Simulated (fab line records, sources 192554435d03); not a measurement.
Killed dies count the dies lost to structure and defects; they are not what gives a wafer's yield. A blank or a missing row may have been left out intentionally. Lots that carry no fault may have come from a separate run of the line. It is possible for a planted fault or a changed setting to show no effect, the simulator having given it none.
fab line records	flow n5Finfet
record lots=9	wafers=27	lastDay=19
route steps=1938 shown BEOL_M7@1283 PASSIVATION@1936
lots untouched by any fault: they come from a run of this same line in which no faults occurred
startH: start of the lot's first displayed wafer, in hours after the record's first day	waitH: how many hours have passed since the lot's step before this one	" the same as in the row above	L1.1+2: several wafers, shown together as one row	- no value present, or no start provided	* or withheld: withheld	< > ~ a bound
route shown NAME@n: a module of which the file shows steps, and the number in the route of the first	usual: mean/standard deviation taken from wafers without a fault	same: alike in all rows	chamber/n: place in a boat	sites: readings site by site	_std_site: standard deviation across them	_edge_site: mean of outer sites minus mean of inner sites	radiusMm: how far each site lies from the wafer's centre	mask NAME#n: copy n	behind: tool/chamber where the wafer was last shaped	hold: why the lot went on hold/how many hours it stayed there/how the hold came to an end	device: the n, p or np transistor that did not switch	end of line: the tests these same wafers got at the end of their route	step lacking rows: just its recipe	killed: dies lost to structure and defects at the first sort, not the wafer's yield	map: per-die view of a wafer (x killed, . not killed, _ where there is no die)
set.NAME: the setting as run; set.NAME@STEP: as run at that earlier step	model.NAME: the simulator's own value behind a step, which no gauge read
a sample of lots followed through the steps of the route, with each step as a table and each wafer as a row
services: from which hour (startH, from the record's first day; less than 0 if before it) a tool's chamber was out of use, for how many hours, and why
## steps
# step N5_BEOL_M7_STRIP_67
# recipe chemistry=CF4	resist=SiARC	powerW=300	biasPowerW=75	pressureMtorr=50	cf4FlowSccm=150	rfFrequencyHz=6e+07
# usual drypumpMotorCurrentA=5.8/0.39	oesProductAu=0.75/0.051	rfVppV=271.3/1.4	showerheadPlenumPTorr=1.81/0.043	throttleValvePct=13.67/0.16
lot.wafer	tool	chamber	startH	waitH	drypumpMotorCurrentA	oesProductAu	rfHoursCounterH	rfVppV	showerheadPlenumPTorr	throttleValvePct
L686.2	rieDiel-05	1	187.53	0.0	5.8	0.73	169	270.9	1.86	13.69
L686.3	"	2	"	"	5.7	0.73	201	272.3	1.85	13.90
L686.5	"	0	"	"	5.2	0.79	-	271.4	1.80	13.70
L688.2	rieDiel-03	0	197.20	0.0	6.4	0.73	209	271.4	1.78	13.73
L688.4	"	3	"	"	5.6	0.69	213	270.1	1.77	13.73
L688.5	"	2	"	"	5.5	0.74	-	271.0	1.79	13.50
L694.1	rieDiel-05	3	250.79	0.0	5.7	0.81	73	272.7	1.88	13.54
L694.3	"	0	"	"	5.1	0.78	107	272.3	1.80	13.72
L694.4	"	1	"	"	5.8	0.72	188	271.7	1.85	13.74
L703.1	rieDiel-05	1	310.16	0.0	5.8	0.71	205	271.6	1.85	13.77
L703.2	"	2	"	"	5.7	0.70	237	272.2	1.84	13.95
L703.4	"	0	"	"	5.2	0.77	125	270.7	1.79	13.77
L704.1	rieDiel-04	0	310.35	0.0	5.5	0.81	98	273.8	1.88	13.44
L704.2	"	3	"	"	6.4	0.70	206	270.3	1.77	13.63
L704.6	"	1	"	"	6.2	0.73	-	271.7	1.79	13.85
L705.1	rieDiel-04	0	313.96	0.0	5.4	0.80	99	271.7	1.88	13.44
L705.3	"	2	"	"	6.5	0.71	241	271.1	1.77	13.68
L705.6	"	1	"	"	6.2	0.74	-	272.2	1.79	13.86
L706.1	rieDiel-03	3	316.32	0.0	5.6	0.67	245	271.2	1.76	13.84
L706.3	"	1	"	"	6.0	0.82	73	268.4	1.75	13.45
L706.4	"	2	"	"	5.5	0.71	218	271.1	1.78	13.57
L708.1	rieDiel-03	2	343.26	0.0	5.4	0.70	227	271.2	1.77	13.61
L708.5	"	0	"	"	6.4	0.70	-	271.6	1.77	13.82
L708.6	"	1	"	"	6.0	0.81	-	271.0	1.75	13.47
L709.2	rieDiel-05	3	350.85	0.0	5.7	0.78	104	273.8	1.87	13.59
L709.5	"	1	"	"	5.8	0.71	-	272.3	1.85	13.79
L709.6	"	0	"	"	5.2	0.76	-	272.9	1.79	13.80
# step N5_BEOL_M7_OVL_MEAS_29
# recipe pointsPerWafer=522
# usual V6_OVL=-0.5/0.61
lot.wafer	tool	chamber	startH	waitH	V6_OVL[nm]
L686.2	overlay-01	0	188.23	0.0	-0.5
L686.3	"	0	"	"	-0.9
L686.5	"	0	"	"	-0.6
L688.2	overlay-01	0	199.15	0.0	-0.6
L688.4	"	0	"	"	0.1
L688.5	"	0	"	"	-1.2
L694.1	overlay-02	0	251.50	0.0	-1.4
L694.3	"	0	"	"	-0.2
L694.4	"	0	"	"	-0.8
L703.1	overlay-02	0	310.96	0.0	0.2
L703.2	"	0	"	"	-0.9
L703.4	"	0	"	"	-0.2
L704.1	overlay-01	0	311.17	0.0	0.5
L704.2	"	0	"	"	1.6
L704.6	"	0	"	"	0.6
L705.1	overlay-01	0	314.88	0.0	-1.1
L705.3	"	0	"	"	0.3
L705.6	"	0	"	"	-0.8
L706.1	overlay-01	0	317.90	0.0	-0.6
L706.3	"	0	"	"	-0.5
L706.4	"	0	"	"	0.3
L708.1	overlay-02	0	344.57	0.0	-1.4
L708.5	"	0	"	"	-1.7
L708.6	"	0	"	"	-1.2
L709.2	overlay-01	0	351.84	0.0	0.8
L709.5	"	0	"	"	0.4
L709.6	"	0	"	"	0.2
# step N5_BEOL_M7_INSPECT_30
# recipe mode=adi	inspectInstrument=brightfield
# usual rawDefectCount=396/99
lot.wafer	tool	chamber	startH	waitH	rawDefectCount
L686.2	defectInspect-02	-	188.28	0.0	444
L686.3	"	-	"	"	475
L686.5	"	-	"	"	357
L688.2	defectInspect-01	-	199.20	0.0	439
L688.4	"	-	"	"	550
L688.5	"	-	"	"	299
L694.1	defectInspect-01	-	251.56	0.1	341
L694.3	"	-	"	"	283
L694.4	"	-	"	"	354
L703.1	defectInspect-01	-	311.01	0.1	397
L703.2	"	-	"	"	419
L703.4	"	-	"	"	326
L704.1	defectInspect-01	-	311.22	0.1	378
L704.2	"	-	"	"	452
L704.6	"	-	"	"	308
L705.1	defectInspect-02	-	314.94	0.1	673
L705.3	"	-	"	"	544
L705.6	"	-	"	"	338
L706.1	defectInspect-02	-	317.96	0.1	574
L706.3	"	-	"	"	465
L706.4	"	-	"	"	462
L708.1	defectInspect-02	-	344.63	0.1	417
L708.5	"	-	"	"	355
L708.6	"	-	"	"	306
L709.2	defectInspect-01	-	351.89	0.0	243
L709.5	"	-	"	"	270
L709.6	"	-	"	"	253
# step N5_BEOL_M7_TRENCH_ETCH_37
# recipe chemistry=C4F6/O2	targetDepthA=934.78	target=SiCOH_lowk	timeS=31.2	ionEnergyEv=250	pressureMtorr=30	sourceW=345	biasW=185	Ar_flow_sccm=300	C4F6_flow_sccm=10	O2_flow_sccm=10
# usual drypumpMotorCurrentA=5.9/0.42	oes_f_703_au=0.74/0.057	oes_o_777_au=0.74/0.058	oesProductAu=0.74/0.056	rfFwdPowerW=340.7/1.2	rfVppV=666/4.5	showerheadPlenumPTorr=2.85/0.067	throttleValvePct=20.93/0.16
lot.wafer	tool	chamber	startH	waitH	drypumpMotorCurrentA	oes_f_703_au	oes_o_777_au	oesProductAu	rfFwdPowerW	rfHoursCounterH	rfVppV	showerheadPlenumPTorr	throttleValvePct
L686.2	rieDiel-03	1	188.59	-	6.1	0.87	0.89	0.88	339.2	38	664	2.77	20.73
L686.3	"	2	"	"	5.5	0.74	0.75	0.75	340.4	181	662	2.83	20.72
L686.5	"	3	"	"	5.6	0.69	0.69	0.71	339.9	-	674	2.82	21.05
L688.2	rieDiel-03	1	199.79	-	6.0	0.88	0.88	0.87	341.9	42	664	2.77	20.73
L688.4	"	2	"	"	5.5	0.74	0.74	0.74	340.7	185	662	2.83	20.73
L688.5	"	1	"	"	6.1	0.88	0.88	0.88	341.5	-	664	2.77	20.74
L694.1	rieDiel-03	1	251.87	-	6.0	0.85	0.86	0.86	341.4	56	665	2.77	20.75
L694.3	"	2	"	"	5.5	0.52	0.55	0.68	257.8	201	762	2.82	20.72
L694.4	"	3	"	"	5.6	0.68	0.68	0.69	341.9	231	674	2.81	21.06
L703.1	rieDiel-03	0	311.35	-	6.4	0.71	0.71	0.71	341.0	240	664	2.79	20.94
L703.2	"	1	"	"	6.1	0.83	0.85	0.83	339.5	71	663	2.76	20.79
L703.4	"	2	"	"	5.5	0.72	0.72	0.73	342.3	-	661	2.81	20.77
L704.1	rieDiel-04	3	311.53	-	6.4	0.68	0.68	0.68	339.5	207	659	2.83	20.94
L704.2	"	2	"	"	6.5	0.70	0.70	0.70	340.0	240	665	2.81	20.87
L704.6	"	3	"	"	6.4	0.69	0.69	0.69	341.5	-	659	2.83	20.93
L705.1	rieDiel-03	0	315.51	-	6.4	0.71	0.71	0.71	340.9	242	664	2.79	20.96
L705.3	"	2	"	"	5.5	0.72	0.72	0.72	343.4	218	661	2.81	20.78
L705.6	"	1	"	"	6.1	0.83	0.85	0.84	341.9	-	664	2.76	20.78
L706.1	rieDiel-04	0	318.33	-	5.4	0.80	0.81	0.80	340.5	101	669	2.98	20.76
L706.3	"	3	"	"	6.5	0.68	0.68	0.68	340.1	209	659	2.83	20.93
L706.4	"	1	"	"	6.2	0.72	0.72	0.72	342.4	185	667	2.82	21.14
L708.1	rieDiel-04	0	344.94	-	5.4	0.80	0.81	0.80	341.3	109	670	2.97	20.77
L708.5	"	3	"	"	6.4	0.68	0.68	0.68	339.8	-	660	2.82	20.96
L708.6	"	0	"	"	5.4	0.80	0.80	0.80	339.6	-	670	2.97	20.75
L709.2	rieDiel-05	3	352.47	-	5.7	0.79	0.78	0.79	339.9	105	671	2.98	20.99
L709.5	"	1	"	"	5.8	0.70	0.70	0.69	342.6	-	662	2.93	21.04
L709.6	"	0	"	"	5.2	0.75	0.75	0.75	341.7	-	663	2.86	21.30
# step N5_BEOL_M7_OCD_MEAS_38
# usual trenchDepthNm=93.6/1.6
lot.wafer	tool	chamber	startH	waitH	trenchDepthNm
L686.2	ocd-02	-	188.75	-	96.2
L686.3	"	-	"	"	94.6
L686.5	"	-	"	"	94.8
L688.2	ocd-01	-	199.95	-	96.1
L688.4	"	-	"	"	95.6
L688.5	"	-	"	"	95.9
L694.1	ocd-02	-	252.02	-	96.9
L694.3	"	-	"	"	85.1
L694.4	"	-	"	"	93.7
L703.1	ocd-01	-	311.51	-	94.8
L703.2	"	-	"	"	95.8
L703.4	"	-	"	"	94.7
L704.1	ocd-01	-	311.69	-	91.0
L704.2	"	-	"	"	92.1
L704.6	"	-	"	"	91.8
L705.1	ocd-02	-	315.66	-	93.7
L705.3	"	-	"	"	93.7
L705.6	"	-	"	"	95.8
L706.1	ocd-01	-	318.49	-	93.9
L706.3	"	-	"	"	91.4
L706.4	"	-	"	"	91.1
L708.1	ocd-02	-	345.09	-	93.4
L708.5	"	-	"	"	91.8
L708.6	"	-	"	"	94.9
L709.2	ocd-02	-	352.63	-	94.5
L709.5	"	-	"	"	91.3
L709.6	"	-	"	"	91.6
# step N5_BEOL_M7_THK_MEAS_53
# recipe thkMeasGauge=xrf	reads=Cu_of_BEOL_M7_ECD_50
# usual M7_THK=80.2/1.8
lot.wafer	tool	chamber	startH	waitH	M7_THK[nm]
L686.2	filmMetro-01	-	192.07	-	82.0
L686.3	"	-	"	"	80.5
L686.5	"	-	"	"	80.7
L688.2	filmMetro-01	-	202.59	-	83.1
L688.4	"	-	"	"	81.4
L688.5	"	-	"	"	82.8
L694.1	filmMetro-02	-	254.72	-	83.0
L694.3	"	-	"	"	71.0
L694.4	"	-	"	"	80.3
L703.1	filmMetro-02	-	313.86	-	80.6
L703.2	"	-	"	"	81.2
L703.4	"	-	"	"	82.4
L704.1	filmMetro-01	-	314.40	-	78.9
L704.2	"	-	"	"	79.6
L704.6	"	-	"	"	80.0
L705.1	filmMetro-02	-	317.75	-	81.6
L705.3	"	-	"	"	80.5
L705.6	"	-	"	"	82.4
L706.1	filmMetro-02	-	321.01	-	81.6
L706.3	"	-	"	"	79.0
L706.4	"	-	"	"	79.3
L708.1	filmMetro-02	-	347.53	-	80.8
L708.5	"	-	"	"	78.6
L708.6	"	-	"	"	80.7
L709.2	filmMetro-01	-	355.88	-	80.0
L709.5	"	-	"	"	76.4
L709.6	"	-	"	"	77.6
# step N5_BEOL_M7_RS_MEAS_57
# recipe thkMeasGauge=four-point-probe	reads=Cu_of_BEOL_M7_ECD_50+Co_of_BEOL_M7_CVD_78+TaN_of_BEOL_M7_ALD_77
# usual M7_RS=0.287/0.0073
lot.wafer	tool	chamber	startH	waitH	M7_RS[ohm/sq]
L686.2	filmMetro-02	-	192.20	0.1	0.275
L686.3	"	-	"	"	0.280
L686.5	"	-	"	"	0.280
L688.2	filmMetro-02	-	202.72	0.1	0.273
L688.4	"	-	"	"	0.280
L688.5	"	-	"	"	0.276
L694.1	filmMetro-01	-	254.85	0.1	0.277
L694.3	"	-	"	"	0.332
L694.4	"	-	"	"	0.287
L703.1	filmMetro-02	-	313.99	0.1	0.286
L703.2	"	-	"	"	0.282
L703.4	"	-	"	"	0.278
L704.1	filmMetro-01	-	314.53	0.1	0.293
L704.2	"	-	"	"	0.289
L704.6	"	-	"	"	0.290
L705.1	filmMetro-01	-	317.88	0.1	0.282
L705.3	"	-	"	"	0.286
L705.6	"	-	"	"	0.278
L706.1	filmMetro-01	-	321.14	0.1	0.282
L706.3	"	-	"	"	0.293
L706.4	"	-	"	"	0.291
L708.1	filmMetro-02	-	347.66	0.1	0.286
L708.5	"	-	"	"	0.296
L708.6	"	-	"	"	0.287
L709.2	filmMetro-01	-	356.05	0.1	0.284
L709.5	"	-	"	"	0.301
L709.6	"	-	"	"	0.295
# step N5_PASSIVATION_PROBE_49
# usual defectLimitedYield=90.9/1.3	killed_at_M0_to_M3=35/10	killed_at_M4_up=15/5.7	killedAtContacts=14/6.4	killedAtFrontEnd=40/11	killedAtOther=4/3.1	killedDies=108/16	killedOpen=71/11	killedShort=34/7.7	sort_bin_5_function=5.4/0.9	sort_bin_6_memory=3.4/0.61	sortNPass=1072/16	sortYieldPct=90.9/1.3
# same grossDies=1180	killedAtBackSide=0	sort_bin_4_leakage[%]=0	sort_bin_8_speed[%]=0
lot.wafer	tool	chamber	startH	waitH	defectLimitedYield[%]	killed_at_M0_to_M3	killed_at_M4_up	killedAtContacts	killedAtFrontEnd	killedAtOther	killedDies	killedOpen	killedShort	sort_bin_5_function[%]	sort_bin_6_memory[%]	sortNPass	sortYieldPct[%]
L686.2	prober-01	-	264.80	0.1	92.1	34	8	22	26	3	93	66	27	5.1	2.7	1087	92.1
L686.3	prober-01	-	264.85	0.1	94.7	14	13	15	19	1	62	43	19	3.1	2.0	1118	94.7
L686.5	prober-01	-	264.95	0.2	90.3	25	14	28	44	4	115	66	48	5.8	3.6	1065	90.3
L688.2	prober-01	-	272.96	0.1	89.5	66	9	22	23	4	124	91	33	6.4	4.0	1056	89.5
L688.4	prober-01	-	273.06	0.2	91.1	40	14	20	30	1	105	69	33	5.6	3.2	1075	91.1
L688.5	prober-01	-	273.11	0.2	91.7	31	10	14	39	4	98	67	28	4.7	3.1	1082	91.7
L694.1	prober-01	-	332.64	0.0	92.2	27	14	4	45	2	92	67	21	4.6	2.9	1088	92.2
L694.3	prober-01	-	332.74	0.1	90.3	22	12	10	69	2	115	70	44	5.3	4.1	1065	90.3
L694.4	prober-01	-	332.79	0.2	91.7	31	12	10	37	8	98	58	38	4.8	3.3	1082	91.7
L703.1	prober-01	-	389.91	0.0	90.9	29	23	19	32	4	107	67	36	5.4	3.4	1073	90.9
L703.2	prober-01	-	389.96	0.1	92.5	36	12	16	23	1	88	50	35	4.9	2.5	1092	92.5
L703.4	prober-01	-	390.06	0.2	91.2	24	18	21	38	3	104	69	30	5.3	3.4	1076	91.2
L704.1	prober-02	-	390.04	0.0	90.1	53	16	12	32	4	117	71	41	5.2	4.0	1063	90.1
L704.2	prober-02	-	390.09	0.1	90.8	43	20	13	31	1	108	80	27	5.1	3.6	1072	90.8
L704.6	prober-02	-	390.29	0.3	87.9	46	22	30	43	2	143	96	45	8.0	3.8	1037	87.9
L706.1	prober-02	-	394.23	0.0	93.6	16	9	11	35	5	76	51	25	4.2	2.0	1104	93.6
L706.3	prober-02	-	394.33	0.1	90.1	24	19	19	46	9	117	67	46	5.5	3.8	1063	90.1
L706.4	prober-02	-	394.38	0.2	88.5	29	6	22	74	5	136	93	40	7.0	3.7	1044	88.5
L705.1	prober-01	-	400.08	0.0	87.6	40	18	27	51	10	146	83	57	7.5	4.1	1034	87.6
L705.3	prober-01	-	400.18	0.1	89.9	33	18	16	45	7	119	79	39	6.4	3.2	1061	89.9
L705.6	prober-01	-	400.33	0.3	90.5	35	18	11	48	0	112	68	41	5.0	3.9	1068	90.5
L708.1	prober-01	-	426.59	0.0	89.7	38	15	11	56	1	121	77	42	6.1	3.8	1059	89.7
L708.5	prober-01	-	426.79	0.2	90.3	28	11	12	60	4	115	73	37	5.7	3.1	1065	90.3
L708.6	prober-01	-	426.84	0.3	90.6	38	13	12	44	4	111	74	32	6.1	3.1	1069	90.6
L709.2	prober-01	-	447.36	0.1	90.4	39	24	16	33	1	113	82	29	5.9	3.3	1067	90.4
L709.5	prober-01	-	447.51	0.2	93.0	23	8	15	36	1	83	57	26	3.9	2.6	1097	93.0
L709.6	prober-01	-	447.56	0.3	90.3	46	12	16	40	0	114	72	41	5.0	4.3	1066	90.3
# killed by level:class
L686.2 MOL_CONTACT_COAG:geometricParticle:open=17 BEOL_M1:geometricParticle:open=11 BEOL_M0_SAQP:geometricParticle:short=9 BEOL_M0_SAQP:geometricParticle:open=7 STI_FIN_REVEAL:geometricParticle:open=5 MOL_CONTACT_COAG:geometricParticle:short=5 BEOL_M2:geometricParticle:open=5 FIN_SAQP:geometricParticle:open=4
L686.3 MOL_CONTACT_COAG:geometricParticle:open=12 BEOL_M5:geometricParticle:open=5 STI_FIN_REVEAL:geometricParticle:open=4 GATE_CUT:geometricParticle:short=4 BEOL_M1:geometricParticle:open=4 STARTING-WAFER:geometricParticle:open=3 MOL_CONTACT_COAG:geometricParticle:short=3 BEOL_M0_SAQP:geometricParticle:open=3
L686.5 MOL_CONTACT_COAG:geometricParticle:open=19 BEOL_M0_SAQP:geometricParticle:short=12 MOL_CONTACT_COAG:geometricParticle:short=9 FIN_SAQP:geometricParticle:open=8 STI_FIN_REVEAL:geometricParticle:open=7 GATE_CUT:geometricParticle:short=7 FIN_SAQP:geometricParticle:short=5 GATE_CUT:geometricParticle:open=5
L688.2 BEOL_M3:geometricParticle:open=23 MOL_CONTACT_COAG:geometricParticle:open=15 BEOL_M0_SAQP:geometricParticle:short=12 FIN_SAQP:geometricParticle:open=8 BEOL_M2:geometricParticle:open=8 MOL_CONTACT_COAG:geometricParticle:short=7 BEOL_M0_SAQP:geometricParticle:open=7 BEOL_M1:geometricParticle:open=7
L688.4 MOL_CONTACT_COAG:geometricParticle:open=14 BEOL_M3:geometricParticle:open=10 BEOL_M2:geometricParticle:open=7 STI_FIN_REVEAL:geometricParticle:open=6 BEOL_M0:geometricParticle:open=5 MOL_CONTACT_COAG:geometricParticle:short=5 STARTING-WAFER:geometricParticle:open=5 BEOL_M3:geometricParticle:short=5
L688.5 MOL_CONTACT_COAG:geometricParticle:open=13 FIN_SAQP:geometricParticle:open=9 STI_FIN_REVEAL:geometricParticle:open=6 BEOL_M1:geometricParticle:open=6 BEOL_M3:geometricParticle:open=6 FIN_SAQP:geometricParticle:short=5 DUMMY_GATE:geometricParticle:open=5 BEOL_M2:geometricParticle:open=5
L694.1 FIN_SAQP:geometricParticle:open=14 BEOL_M1:geometricParticle:open=9 STI_FIN_REVEAL:geometricParticle:open=6 BEOL_M3:geometricParticle:open=6 BEOL_M4:geometricParticle:open=6 FIN_SAQP:geometricParticle:short=5 GATE_CUT:geometricParticle:short=5 BEOL_M5:geometricParticle:open=4
L694.3 FIN_SAQP:geometricParticle:open=22 FIN_SAQP:geometricParticle:short=15 STI_FIN_REVEAL:geometricParticle:open=6 MOL_CONTACT_COAG:geometricParticle:short=6 BEOL_M0_SAQP:geometricParticle:open=6 SPACER0:geometricParticle:short=5 BEOL_M3:geometricParticle:open=5 BEOL_M4:geometricParticle:open=5
L694.4 MOL_CONTACT_COAG:geometricParticle:open=10 BEOL_M0_SAQP:geometricParticle:short=9 BEOL_M0_SAQP:geometricParticle:open=8 FIN_SAQP:geometricParticle:short=7 BEOL_M2:geometricParticle:open=7 BEOL_M5:geometricParticle:open=7 FIN_SAQP:geometricParticle:open=5 STARTING-WAFER:geometricParticle:short=5
L703.1 MOL_CONTACT_COAG:geometricParticle:open=17 BEOL_M4:geometricParticle:open=11 BEOL_M2:geometricParticle:open=11 BEOL_M0_SAQP:geometricParticle:short=8 BEOL_M0_SAQP:geometricParticle:open=7 FIN_SAQP:geometricParticle:short=5 GATE_CUT:geometricParticle:short=5 FIN_SAQP:geometricParticle:open=4
L703.2 BEOL_M0_SAQP:geometricParticle:short=13 FIN_SAQP:geometricParticle:short=12 MOL_CONTACT_COAG:geometricParticle:open=12 BEOL_M0_SAQP:geometricParticle:open=9 FIN_SAQP:geometricParticle:open=5 BEOL_M2:geometricParticle:open=5 MOL_CONTACT_COAG:geometricParticle:short=4 BEOL_M1:geometricParticle:open=4
L704.1 BEOL_M0_SAQP:geometricParticle:short=12 MOL_CONTACT_COAG:geometricParticle:open=10 BEOL_M3:geometricParticle:open=9 BEOL_M0_SAQP:geometricParticle:open=9 BEOL_M1:geometricParticle:open=9 BEOL_M2:geometricParticle:open=7 BEOL_M4:geometricParticle:open=7 GATE_CUT:geometricParticle:short=5
L703.4 MOL_CONTACT_COAG:geometricParticle:open=14 BEOL_M2:geometricParticle:open=10 FIN_SAQP:geometricParticle:open=7 GATE_CUT:geometricParticle:open=7 MOL_CONTACT_COAG:geometricParticle:short=6 GATE_CUT:geometricParticle:short=5 STI_FIN_REVEAL:geometricParticle:open=4 BEOL_M1:geometricParticle:open=4
L704.2 BEOL_M4:geometricParticle:open=14 BEOL_M1:geometricParticle:open=11 MOL_CONTACT_COAG:geometricParticle:open=10 BEOL_M2:geometricParticle:open=7 BEOL_M3:geometricParticle:open=7 FIN_SAQP:geometricParticle:open=6 BEOL_M0_SAQP:geometricParticle:short=6 BEOL_M1:geometricParticle:short=6
L704.6 MOL_CONTACT_COAG:geometricParticle:open=19 BEOL_M0_SAQP:geometricParticle:open=14 BEOL_M1:geometricParticle:open=13 FIN_SAQP:geometricParticle:open=12 MOL_CONTACT_COAG:geometricParticle:short=11 STI_FIN_REVEAL:geometricParticle:open=7 BEOL_M0_SAQP:geometricParticle:short=7 FIN_SAQP:geometricParticle:short=6
L706.1 STI_FIN_REVEAL:geometricParticle:open=9 MOL_CONTACT_COAG:geometricParticle:open=8 FIN_SAQP:geometricParticle:open=5 FIN_SAQP:geometricParticle:short=5 BEOL_M0:geometricParticle:open=5 DUMMY_GATE:geometricParticle:open=3 MOL_CONTACT_COAG:geometricParticle:short=3 BEOL_M1:geometricParticle:open=3
L706.3 MOL_CONTACT_COAG:geometricParticle:open=15 FIN_SAQP:geometricParticle:short=14 STI_FIN_REVEAL:geometricParticle:open=6 BEOL_M5:geometricParticle:open=6 BEOL_M6:geometricParticle:open=5 DUMMY_GATE:geometricParticle:open=4 GATE_CUT:geometricParticle:short=4 BEOL_M2:geometricParticle:short=4
L706.4 MOL_CONTACT_COAG:geometricParticle:open=20 FIN_SAQP:geometricParticle:open=16 FIN_SAQP:geometricParticle:short=14 DUMMY_GATE:geometricParticle:open=12 BEOL_M3:geometricParticle:open=8 STI_FIN_REVEAL:geometricParticle:open=7 GATE_CUT:geometricParticle:open=6 BEOL_M0_SAQP:geometricParticle:short=4
L705.1 MOL_CONTACT_COAG:geometricParticle:open=18 BEOL_M0_SAQP:geometricParticle:open=11 BEOL_M1:geometricParticle:open=10 MOL_CONTACT_COAG:geometricParticle:short=9 BEOL_M0_SAQP:geometricParticle:short=8 BEOL_M4:geometricParticle:open=8 STI_FIN_REVEAL:geometricParticle:short=7 STI_FIN_REVEAL:geometricParticle:open=7
L705.3 MOL_CONTACT_COAG:geometricParticle:open=14 BEOL_M2:geometricParticle:open=12 FIN_SAQP:geometricParticle:short=12 STI_FIN_REVEAL:geometricParticle:open=10 BEOL_M3:geometricParticle:open=7 FIN_SAQP:geometricParticle:open=6 BEOL_M4:geometricParticle:open=6 BEOL_M0_SAQP:geometricParticle:open=4
L705.6 FIN_SAQP:geometricParticle:short=11 BEOL_M1:geometricParticle:open=8 MOL_CONTACT_COAG:geometricParticle:open=8 STI_FIN_REVEAL:geometricParticle:open=8 GATE_CUT:geometricParticle:short=8 BEOL_M4:geometricParticle:open=7 BEOL_M0_SAQP:geometricParticle:open=5 BEOL_M0_SAQP:geometricParticle:short=5
L708.1 BEOL_M3:geometricParticle:open=14 FIN_SAQP:geometricParticle:open=11 DUMMY_GATE:geometricParticle:open=9 GATE_CUT:geometricParticle:short=9 MOL_CONTACT_COAG:geometricParticle:open=9 FIN_SAQP:geometricParticle:short=7 STI_FIN_REVEAL:geometricParticle:open=6 BEOL_M4:geometricParticle:open=5
L708.5 STI_FIN_REVEAL:geometricParticle:open=15 MOL_CONTACT_COAG:geometricParticle:open=10 FIN_SAQP:geometricParticle:open=9 BEOL_M3:geometricParticle:open=8 FIN_SAQP:geometricParticle:short=6 BEOL_M0_SAQP:geometricParticle:short=5 HKMG_FIN:areaEtch=5 FIN_CUT:geometricParticle:open=4
L708.6 BEOL_M3:geometricParticle:open=16 STI_FIN_REVEAL:geometricParticle:open=12 MOL_CONTACT_COAG:geometricParticle:open=9 GATE_CUT:geometricParticle:short=7 GATE_CUT:geometricParticle:open=6 FIN_SAQP:geometricParticle:short=5 BEOL_M0_SAQP:geometricParticle:open=4 BEOL_M4:geometricParticle:open=4
L709.2 BEOL_M0_SAQP:geometricParticle:open=14 MOL_CONTACT_COAG:geometricParticle:open=13 BEOL_M4:geometricParticle:open=13 DUMMY_GATE:geometricParticle:open=9 BEOL_M3:geometricParticle:open=6 BEOL_M0:geometricParticle:open=6 FIN_SAQP:geometricParticle:open=5 BEOL_M0_SAQP:geometricParticle:short=4
L709.5 FIN_SAQP:geometricParticle:open=12 MOL_CONTACT_COAG:geometricParticle:open=11 BEOL_M0_SAQP:geometricParticle:open=8 BEOL_M3:geometricParticle:open=8 FIN_SAQP:geometricParticle:short=5 MOL_CONTACT_COAG:geometricParticle:short=4 BEOL_M4:geometricParticle:open=4 STARTING-WAFER:geometricParticle:open=4
L709.6 BEOL_M0_SAQP:geometricParticle:short=18 FIN_SAQP:geometricParticle:open=16 BEOL_M0_SAQP:geometricParticle:open=13 MOL_CONTACT_COAG:geometricParticle:open=12 FIN_SAQP:geometricParticle:short=7 BEOL_M0:geometricParticle:open=7 DUMMY_GATE:geometricParticle:open=4 BEOL_M3:geometricParticle:open=4
## services
tool	chamber	startH	hours	kind
rieDiel-03	1	235.73	2.8	repair
rieDiel-03	-	252.66	2.8	pm
rieDiel-04	3	264.39	11.2	repair
rieDiel-04	0	290.08	9.8	repair
rieDiel-03	3	308.45	5.8	repair
rieDiel-05	2	328.85	3.0	repair
rieDiel-03	3	334.88	-	clean
rieDiel-03	3	334.88	-	consumableReplace:esc
rieDiel-03	3	334.88	-	consumableReplace:focusRing
rieDiel-03	3	334.88	25.6	scheduledDown
rieDiel-03	3	334.88	25.6	ventCycle
rieDiel-05	1	340.18	4.2	repair
rieDiel-04	2	349.86	-	clean
rieDiel-04	2	349.86	-	consumableReplace:focusRing
rieDiel-04	2	349.86	25.0	scheduledDown
rieDiel-04	2	349.86	25.0	ventCycle
## key
firstSign step=N5_BEOL_M7_TRENCH_ETCH_37	reading=rfFwdPowerW	direction=down	sigmas=70	usual=*	struck=*
effect step=N5_BEOL_M7_TRENCH_ETCH_37	reading=rfVppV	direction=up	sigmas=22	usual=666	struck=762
effect step=N5_BEOL_M7_OCD_MEAS_38	reading=trenchDepthNm	direction=down	sigmas=5.3	usual=93.6	struck=85.1
effect step=N5_BEOL_M7_THK_MEAS_53	reading=M7_THK	direction=down	sigmas=5.1	usual=80.2	struck=71.0
effect step=N5_BEOL_M7_RS_MEAS_57	reading=M7_RS	direction=up	sigmas=6.3	usual=0.287	struck=0.332
metAt N5_BEOL_M7_TRENCH_ETCH_37
struckLots L694
struckWafers L694.3
notActingAt N5_BEOL_M7_STRIP_67,N5_BEOL_M7_OVL_MEAS_29,N5_BEOL_M7_INSPECT_30
onsetBetween 199.79 251.87
fault kind=processParameterDrift	tool=rieDiel-03	chamber=2	onsetH=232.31	steps=N5_BEOL_M7_TRENCH_ETCH_37	channel=sourceW	offset=-82.8	shape=step	endH=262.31	actsIn=theseRecipesOnly	stated=345
